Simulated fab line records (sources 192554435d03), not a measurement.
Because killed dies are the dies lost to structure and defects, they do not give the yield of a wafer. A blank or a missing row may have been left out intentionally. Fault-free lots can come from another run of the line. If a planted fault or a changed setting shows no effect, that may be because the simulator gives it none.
Split-lot study ; flow n5Finfet ; route with 1938 steps; 7 lots, 21 wafers read

## SPLIT DETAILS
At N5_BEOL_M14_ETCH_68 (etches SOC in N2/H2, time 450 s), the setting timeS was moved away from the recipe's 450 s on 10 of the 21 wafers read, by -21.1% to +20.3%. The other wafers ran this setting at the recipe's value.

Reading taken at the split's own step.

## THE READING
SiARC_of_BEOL_M14_COAT_66.thkNm (the simulator's own value, which no gauge read), in nm, at N5_BEOL_M14_ETCH_68 (etches SOC in N2/H2, time 450 s). There is no usual value for it anywhere in the file. Across the 11 wafers here that went through the recipe, the average is 64.9 nm and the standard deviation 0.69 nm.

wafer;tool, chamber at the split;timeS as run, s;against the recipe;SiARC_of_BEOL_M14_COAT_66.thkNm, nm;against lot-mates on the recipe
L076.1;rieDiel-03, 1;367.5;-18.3%;73.6;+7.4
L076.2;rieDiel-03, 2;367.5;-18.3%;74.2;+8.0
L076.5;rieDiel-03, 0;450;recipe;66.2;-
L077.2;rieDiel-01, 1;450;recipe;64.4;-
L077.3;rieDiel-01, 0;421.5;-6.3%;68;+3.6
L077.4;rieDiel-01, 3;421.5;-6.3%;68.6;+4.2
L085.2;rieDiel-01, 3;450;recipe;64.2;-
L085.3;rieDiel-01, 1;450;recipe;63.8;-
L085.5;rieDiel-01, 1;541.5;+20.3%;54;-10.0
L089.1;rieDiel-01, 2;510.3;+13.4%;58.4;-6.8
L089.4;rieDiel-01, 1;510.3;+13.4%;58.6;-6.6
L089.5;rieDiel-01, 1;450;recipe;65.2;-
L094.2;rieDiel-01, 2;355;-21.1%;73.8;+9.6
L094.4;rieDiel-01, 0;450;recipe;64.2;-
L094.6;rieDiel-01, 3;355;-21.1%;74;+9.8
L096.2;rieDiel-01, 0;450;recipe;65.4;-
L096.6;rieDiel-01, 0;450;recipe;65.4;-
L096.5;rieDiel-01, 1;450;recipe;65;-
L097.2;rieDiel-04, 2;385.1;-14.4%;72.4;+7.2
L097.4;rieDiel-04, 1;450;recipe;64.8;-
L097.5;rieDiel-04, 2;450;recipe;65.6;-

FIT RESULTS
A straight line over all 21 wafers: SiARC_of_BEOL_M14_COAT_66.thkNm changes by -0.479 nm for each +1% of timeS; r = -0.99; the points scatter about the line by 0.73 nm.
The same after taking each lot's own level away (the mean of its wafers on the recipe; 21 wafers): -0.469 nm for each +1%; r = -1.00; scatter 0.51 nm.
According to that fit, moving timeS by its largest amount changes the reading by 9.9 nm.
The lots' own levels span 64.00 to 66.20 nm, that is 3.2 times the standard deviation above.
Consequently the slope shifts little with the lot-to-lot level, the two slopes agreeing.
Check: with one of the wafers moved furthest among these (-21.1%) left out of the fit, the line predicts +9.9 nm for it against its lot-mates. It came out at +9.6 nm against them.

## OTHER SPLITS APPLIED TO THESE WAFERS
Other splits were also applied to these wafers ahead of the reading. Each is held against what the fit with the lots' levels taken away leaves over:
other split on the same wafers;wafers away from the commonest value;r with SiARC_of_BEOL_M14_COAT_66.thkNm (lot level and that fit taken away)
N5_BEOL_M11_EXPOSE_08 doseMj;11;+0.02
N5_BEOL_M11_ETCH_66 timeS;8;+0.09
N5_BEOL_M11_ETCH_41 timeS;8;+0.18
N5_BEOL_M13_COAT_04 spinRpm;7;+0.28
N5_BEOL_M13_ETCH_59 biasW;6;-0.29

## FILE'S OWN FIT
SiARC_of_BEOL_M14_COAT_66.thkNm changes by -0.473 nm for each +1% of timeS, r = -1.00.
